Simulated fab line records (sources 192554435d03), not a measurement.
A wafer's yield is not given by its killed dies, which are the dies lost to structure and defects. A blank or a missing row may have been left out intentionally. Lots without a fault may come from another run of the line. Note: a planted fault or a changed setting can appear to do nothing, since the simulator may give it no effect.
Code-filled problem report in 8D (eight disciplines) form :: flow n5 finfet :: the parts of the form that need people (team, actions taken, sign-off) are left out

1. THE PROBLEM
Mean of plate temp C at N5_BEOL_M10_COAT_59: 238.49 C across 6 wafers in 2 lots; on wafers with no fault it is 250.02 C (standard deviation 0.15). Relative to the usual mean, that is a shift of -77 standard deviations.
The step: time 60 s, resist thk 100 nm.
Earliest sighting: wafer L947.1 on litho track-03 at day 13 03:11. The record holds 33 wafers of 11 lots with a number at this step. Rule for "out" (also "out of limits"): further than 4 standard deviations from the usual mean. All remaining wafers that have a number are taken as sound.

2. WHAT IT IS, WHAT IT ISN'T
question: which readings at this step
is: plate temp C, heater power total W
is not: -

question: which lots
is: L946, L947
is not: L934, L935, L936, L937, L938, L939, L954, L955, L956

question: which wafers of those lots
is: all that have a number
is not: -

question: read on which tools
is: litho track-03
is not: litho track-05

question: when
is: from day 13 03:11
is not: up to then (18 sound wafers); but 9 sound wafers of L954, L955, L956 came after

3. THE SUSPECTS, EACH WITH WHAT RULES IT OUT
Counting: any tool at a process step up to the reading is kept as a suspect provided that every lot that is out went through it and no sound lot did after the first of them.
- rtp anneal-02 at N5_BEOL_M9_ANNEAL_51 (time 90 s): ruled out as a lasting fault. After its first lot that is out, L947 (day 13 00:43), sound lots L955, L956, L954 ran on it.
- cmp-04 at N5_BEOL_M9_CMP_52 (polishes, stops on SiCOH lowk, t overpolish 7 s, target thk 140 nm): ruled out as a lasting fault. After its first lot that is out, L947 (day 13 01:01), sound lots L955 ran on it.
- litho track-03 at N5_BEOL_M10_COAT_59 (time 60 s, resist thk 100 nm): kept. Every lot that is out went through it, starting with L947 (day 13 03:11), and after that it ran no sound lot; the last sound lot it ran before then is L938 (day 10 20:50). Its own heater power total W, plate temp C readings are out on those wafers.
After counting, what remains is litho track-03 at N5_BEOL_M10_COAT_59.

4. THE CAUSE (what the simulator had put in)
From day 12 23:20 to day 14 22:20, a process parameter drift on litho track-03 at N5_BEOL_M10_COAT_59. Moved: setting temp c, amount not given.
The count eliminated every tool but this one.

5. THE CHAIN OF EFFECTS, in route order
Rows list readings where the struck wafers' mean (over those with a number) sits beyond 3 standard deviations from the usual. Only readings whose record carries a usual standard deviation are examined. hours: median over the lots of the time between each lot's start at the first step of this table that gives one and its start at this step. sigmas: the change, counted in usual standard deviations.
hours: 0
step: N5_BEOL_M10_COAT_59
reading: heater power total W
usual: 500.4 W
on struck wafers: 472.4
change: -28.0
sigmas: -16

hours: 0
step: N5_BEOL_M10_COAT_59
reading: plate temp C
usual: 250.02 C
on struck wafers: 238.49
change: -11.53
sigmas: -77
Here are the process steps it includes:
- N5_BEOL_M10_COAT_59: time 60 s, resist thk 100 nm.
At these later measuring or inspecting steps, every struck wafer for which the step has a row has a number for every such reading, and none has moved that far: N5_BEOL_M10_OVL_MEAS_12.

6. WHAT WOULD HAVE CAUGHT IT SOONER
4 hours passed between the start of the fault at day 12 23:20 and the first reading out of limits in this record, taken at day 13 03:11.
